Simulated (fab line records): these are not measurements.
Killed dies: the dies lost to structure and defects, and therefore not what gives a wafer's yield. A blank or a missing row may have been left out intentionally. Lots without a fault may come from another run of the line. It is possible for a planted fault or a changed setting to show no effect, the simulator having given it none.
Comparing a struck lot with a sound one || flow nandHarc || 25 steps out of a route of 1159
Sound: these wafers, L452.2, L452.3, L452.4. Struck: wafer L465.5; the same lot's L465.3 was not struck, so it is left out; see the end for the cause.
For every step that has rows: the tool of each side, followed by ch and its chambers, followed by its first start. Under that, the readings that differ: sound wafers || struck wafers || difference of the means || sigmas: that difference in standard deviations of wafers without a fault.
alike: a reading whose means differ by less than 2 such deviations, as well as words and numbers matching on both sides. not compared: withheld readings; readings where some wafer has no value; bounds like >300 that might hide an equal value; numbers whose values overlap and for which the record gives no deviation.
The two part at a step that has a row with sigmas, a row that says differs or no value, or rows on one side only. Numbers that don't overlap but have no deviation are shown without sigmas and don't part them. Lack of a reading on every wafer of one side parts them only where that side has two or more wafers.

first, 4 steps without rows for these wafers: NHARC_P_GATE_PRECLEAN_71 (cleans in SC1); NHARC_P_GATE_SRD_72; NHARC_P_GATE_OXIDE_16 (material SiO2, target thk 3 nm, ox time 392 s); NHARC_P_GATE_CVD_17 (deposits poly-Si, target thk 150 nm, time 900 s).
NHARC_P_GATE_HM_DEP_102: deposits aC, target thk 120 nm.
  sound on aclDep-01 ch 0, day 4 13:04; struck on aclDep-01 ch 0, day 8 01:04
{"reading": "throttleValvePct (%)", "sound": "34.997 35.006 34.982", "struck": 35.024, "difference": "+0.029", "sigmas": "+3"}
NHARC_P_GATE_DEP_103: deposits SiON, target thk 30 nm.
  sound on pecvd-02 ch 0,2, day 4 13:39; struck on pecvd-02 ch 2, day 8 01:33
  alike: heaterPowerW
then, 6 steps without rows for these wafers: NHARC_P_GATE_DEHYDRATE_18 (time 120 s); NHARC_P_GATE_HMDS_19 (time 30 s); NHARC_P_GATE_COAT_20 (resist thk 90 nm); NHARC_P_GATE_SOFTBAKE_21 (time 55 s); NHARC_P_GATE_EBR_22; NHARC_P_GATE_EXPOSE_23 (exposes mask P GATE, target cd 120 nm).
NHARC_P_GATE_PEB_24: peb time 65 s.
  sound on lithoTrack-04 ch 0, day 4 14:13; struck on lithoTrack-06 ch 0, day 8 02:07
{"reading": "heaterPowerTotalW (W)", "sound": "156.8 156.2 156.7", "struck": 175.2, "difference": "+18.6", "sigmas": "+43"}
then, 1 step without rows for these wafers: NHARC_P_GATE_DEVELOP_25 (develop time 35 s).
NHARC_P_GATE_CD_MEAS_26 targets a cd of 120 nm.
  sound on cdSem-03 ch 0, day 4 14:18; struck on cdSem-02 ch 0, day 8 02:13
{"reading": "cdNm (nm)", "sound": "120.0 120.6 120.1", "struck": 127.0, "difference": "+6.8", "sigmas": "+15"}
NHARC_P_GATE_OVL_MEAS_27:
  sound on overlay-01, day 4 14:23; struck on overlay-01, day 8 02:17
  alike: overlayXNm, overlayYNm
NHARC_P_GATE_INSPECT_28:
  sound on defectInspect-01, day 4 14:26; struck on defectInspect-02, day 8 02:20
  alike: rawDefectCount
NHARC_P_GATE_DESCUM_31: chemistry O2, time 3 s.
  sound on rieDiel-05 ch 0,1,3, day 4 14:30; struck on rieDiel-06 ch 3, day 8 02:38
{"reading": "throttleValvePct (%)", "sound": "11.308 11.312 11.305", "struck": 11.332, "difference": "+0.024", "sigmas": "+2"}
{"reading": "model.P_GATE.cdNm (nm)", "sound": "119.7 120.3 120.3", "struck": 127.4, "difference": "+7.3", "sigmas": ""}
  alike: drypumpMotorCurrentA, oesProductAu, rfVppV, showerheadPlenumPTorr
  not compared: rfHoursCounterH
then, 1 step without rows for these wafers: NHARC_P_GATE_ETCH_104 (etches the open film in CF4/CHF3, target depth 60 nm).
NHARC_P_GATE_HM_OPEN_105: chemistry O2/COS, target depth 360 nm.
  sound on rieDiel-05 ch 1,2,3; struck on rieDiel-06 ch 3
  alike: drypumpMotorCurrentA, oesProductAu, rfVppV, showerheadPlenumPTorr, throttleValvePct
  not compared: rfHoursCounterH
then, 1 step without rows for these wafers: NHARC_P_GATE_STRIP_106 (strips in O2/COS).
NHARC_P_GATE_ETCH_114: etches the open film in CF4/O2, target depth 30 nm, overetch 3 nm, time 16.5 s.
  sound on rieDiel-05 ch 0,1,2; struck on rieDiel-06 ch 3
  alike: drypumpMotorCurrentA, oesProductAu, rfVppV, showerheadPlenumPTorr, throttleValvePct
  not compared: rfHoursCounterH
NHARC_P_GATE_ETCH_32: etches the open film in HBr/Cl2, target depth 150 nm, time 100.1 s.
  sound on rieSi-02 ch 0,2,3, day 4 14:59; struck on rieSi-04 ch 3, day 8 03:08
{"reading": "model.P_GATE.cdNm (nm)", "sound": "119.4 119.6 120.3", "struck": 127.8, "difference": "+8.0", "sigmas": ""}
  alike: drypumpMotorCurrentA, oesProductAu, throttleValvePct
  not compared: rfHoursCounterH
NHARC_P_GATE_STRIP_108: strips in O2.
  sound on rieDiel-06 ch 1,3, day 4 15:07; struck on rieDiel-06 ch 2, day 8 03:25
  alike: drypumpMotorCurrentA, oesProductAu, rfVppV, showerheadPlenumPTorr, throttleValvePct
  not compared: rfHoursCounterH
NHARC_END_SORT_01:
  the record has rows for the sound wafers here (prober-01 ch 0, day 19 06:28) and none for the struck ones

## WHERE THEY PART
First at NHARC_P_GATE_HM_DEP_102; last, within this record, at NHARC_END_SORT_01.

WHY: the cause the simulator had injected
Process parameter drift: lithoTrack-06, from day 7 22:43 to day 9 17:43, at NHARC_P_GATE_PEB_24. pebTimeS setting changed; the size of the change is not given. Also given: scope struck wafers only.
